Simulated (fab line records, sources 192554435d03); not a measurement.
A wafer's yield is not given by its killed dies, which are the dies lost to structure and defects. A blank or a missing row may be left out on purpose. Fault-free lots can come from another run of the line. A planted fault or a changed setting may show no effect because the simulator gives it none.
Which tool is to blame? :: flow n5Finfet :: 11 lots with 32 wafers sampled at 4 steps, on a route of 1938 steps

## WHAT THE GAUGES SHOWED, per wafer
N5_BEOL_M5_INSPECT_58: inspects for defects (darkfield).
lot: L817
measured: day 9 13:35
on: defectInspect-01
rawDefectCount: 70 66 80

lot: L819
measured: day 10 02:32
on: defectInspect-01
rawDefectCount: 54 65 62

lot: L815
measured: day 10 11:37
on: defectInspect-01
rawDefectCount: 106 88 158

lot: L822
measured: day 11 06:41
on: defectInspect-02
rawDefectCount: 47 316 54

lot: L830
measured: day 14 12:29
on: defectInspect-02
rawDefectCount: 79 60 70

lot: L832
measured: day 15 10:36
on: defectInspect-01
rawDefectCount: 82 117 69

lot: L835
measured: day 16 01:25
on: defectInspect-02
rawDefectCount: 84 87

lot: L834
measured: day 16 03:36
on: defectInspect-02
rawDefectCount: 69 67 92

lot: L837
measured: day 16 07:27
on: defectInspect-02
rawDefectCount: 77 91 74

lot: L836
measured: day 16 12:09
on: defectInspect-01
rawDefectCount: 71 69 48

lot: L838
measured: day 17 05:40
on: defectInspect-01
rawDefectCount: 75 92 78

## WHICH TOOL RAN EACH LOT (tool, then ch and the chambers of the sampled wafers, then the start)
lot: L817
N5_BEOL_M5_SPUTTER_83: pvdSputter-01, day 9 10:19
N5_BEOL_M5_ANNEAL_84: pvdSputter-01, day 9 10:24
N5_BEOL_M5_CO_CAP_78: cvdCo-02 ch 0,2, day 9 13:22

lot: L819
N5_BEOL_M5_SPUTTER_83: pvdSputter-02, day 9 23:16
N5_BEOL_M5_ANNEAL_84: pvdSputter-02, day 9 23:20
N5_BEOL_M5_CO_CAP_78: cvdCo-01 ch 1,2, day 10 02:19

lot: L815
N5_BEOL_M5_SPUTTER_83: pvdSputter-02, day 10 07:25
N5_BEOL_M5_ANNEAL_84: pvdSputter-02, day 10 07:30
N5_BEOL_M5_CO_CAP_78: cvdCo-01 ch 0,2, day 10 11:24

lot: L822
N5_BEOL_M5_SPUTTER_83: pvdSputter-03, day 11 03:14
N5_BEOL_M5_ANNEAL_84: pvdSputter-03, day 11 03:19
N5_BEOL_M5_CO_CAP_78: cvdCo-01 ch 0,1, day 11 06:29

lot: L830
N5_BEOL_M5_SPUTTER_83: pvdSputter-01, day 14 09:13
N5_BEOL_M5_ANNEAL_84: pvdSputter-01, day 14 09:18
N5_BEOL_M5_CO_CAP_78: cvdCo-02 ch 1,2, day 14 12:16

lot: L832
N5_BEOL_M5_SPUTTER_83: pvdSputter-02, day 15 07:16
N5_BEOL_M5_ANNEAL_84: pvdSputter-02, day 15 07:21
N5_BEOL_M5_CO_CAP_78: cvdCo-01 ch 0,2, day 15 10:21

lot: L835
N5_BEOL_M5_SPUTTER_83: pvdSputter-01, day 15 20:14
N5_BEOL_M5_ANNEAL_84: pvdSputter-01, day 15 20:19
N5_BEOL_M5_CO_CAP_78: cvdCo-01 ch 1,2, day 16 01:12

lot: L834
N5_BEOL_M5_SPUTTER_83: pvdSputter-02, day 16 00:11
N5_BEOL_M5_ANNEAL_84: pvdSputter-02, day 16 00:16
N5_BEOL_M5_CO_CAP_78: cvdCo-01 ch 0,1,2, day 16 03:23

lot: L837
N5_BEOL_M5_SPUTTER_83: pvdSputter-03, day 16 04:11
N5_BEOL_M5_ANNEAL_84: pvdSputter-03, day 16 04:16
N5_BEOL_M5_CO_CAP_78: cvdCo-01 ch 1,2, day 16 07:14

lot: L836
N5_BEOL_M5_SPUTTER_83: pvdSputter-03, day 16 08:48
N5_BEOL_M5_ANNEAL_84: pvdSputter-03, day 16 08:53
N5_BEOL_M5_CO_CAP_78: cvdCo-01 ch 1,2, day 16 11:56

lot: L838
N5_BEOL_M5_SPUTTER_83: pvdSputter-01, day 17 02:08
N5_BEOL_M5_ANNEAL_84: pvdSputter-01, day 17 02:13
N5_BEOL_M5_CO_CAP_78: cvdCo-01 ch 0,1,2, day 17 05:27
- N5_BEOL_M5_SPUTTER_83: material Cu, target thk 15 nm, time 27.62 s.
- N5_BEOL_M5_ANNEAL_84: time 1800 s.
- N5_BEOL_M5_CO_CAP_78: material Co, precursor CCTBA/H2, target thk 2 nm, time 102.1 s.

## THE ANSWER, worked out from the rows above alone
Rule: what is usual is taken from the lots themselves. The widest of any qualifying gaps counts: lots, ordered by their means at a reading, are off when they make up no more than a third of the lots, leave a main group of 4 or more, and stand apart from it by 3 or more times the standard deviation of that group's means. If all means in a main group match to the digits the tables above print for the reading, that group is not used. A lot without any number at a reading at which 4 lots or more have one is off too. All remaining lots with rows at the step are treated as sound.
No lot is off on any of the readings shown, so nothing can be concluded from this.

## WHAT THE SIMULATOR HAD INSERTED
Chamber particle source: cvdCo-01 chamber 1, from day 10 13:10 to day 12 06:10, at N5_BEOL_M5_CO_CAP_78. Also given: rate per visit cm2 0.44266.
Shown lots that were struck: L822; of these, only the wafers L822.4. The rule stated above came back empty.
